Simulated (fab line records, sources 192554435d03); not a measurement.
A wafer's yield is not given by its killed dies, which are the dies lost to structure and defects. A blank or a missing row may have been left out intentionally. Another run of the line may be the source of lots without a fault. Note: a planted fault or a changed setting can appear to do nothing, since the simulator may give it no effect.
Matching of chambers	flow n5-finfet	rie-diel-01 running N5_SD_EPI_N_ETCH_45: 4 sister chambers
The step etches SiOCN in CH3F/O2, target depth 6 nm. 4 wafers are shown with their chamber, then 9 later ones without.

WAFERS, EACH WITH ITS CHAMBER
wafer	chamber	showerhead-plenum-p-Torr (Torr)
L087.5	0	2.08
L088.1	3	1.96
L088.3	1	1.94
L088.6	2	1.91

WAFERS MISSING THEIR CHAMBER
wafer	showerhead-plenum-p-Torr (Torr)
L091.1	2.07
L091.2	1.96
L091.6	1.94
L092.1	1.94
L092.2	1.96
L092.6	1.96
L094.1	1.96
L094.2	1.91
L094.5	2.07

WHICH CHAMBER EACH ONE RAN IN
wafer	from the rows above	in truth
L091.1	0	0
L091.2	3	3
L091.6	1	1
L092.1	1	1
L092.2	3	3
L092.6	3	3
L094.1	3	3
L094.2	2	2
L094.5	0	0
Correct placement for 9 of the 9. Not placeable from these rows: 0. Placed wrongly: 0.
How it was worked out, from the rows above alone: a wafer's distance from a chamber is the root of the sum, over the readings, of the square of ((its reading less the chamber's mean) divided by the reading's scatter). The wafer belongs to the nearest chamber; if the next one is less than 2 further off, it can't be placed. A chamber's mean is the mean of its shown wafers. The scatter (one wafer shown for each chamber): square how far every hidden wafer sits from the nearest shown wafer, average those squares and take the square root.
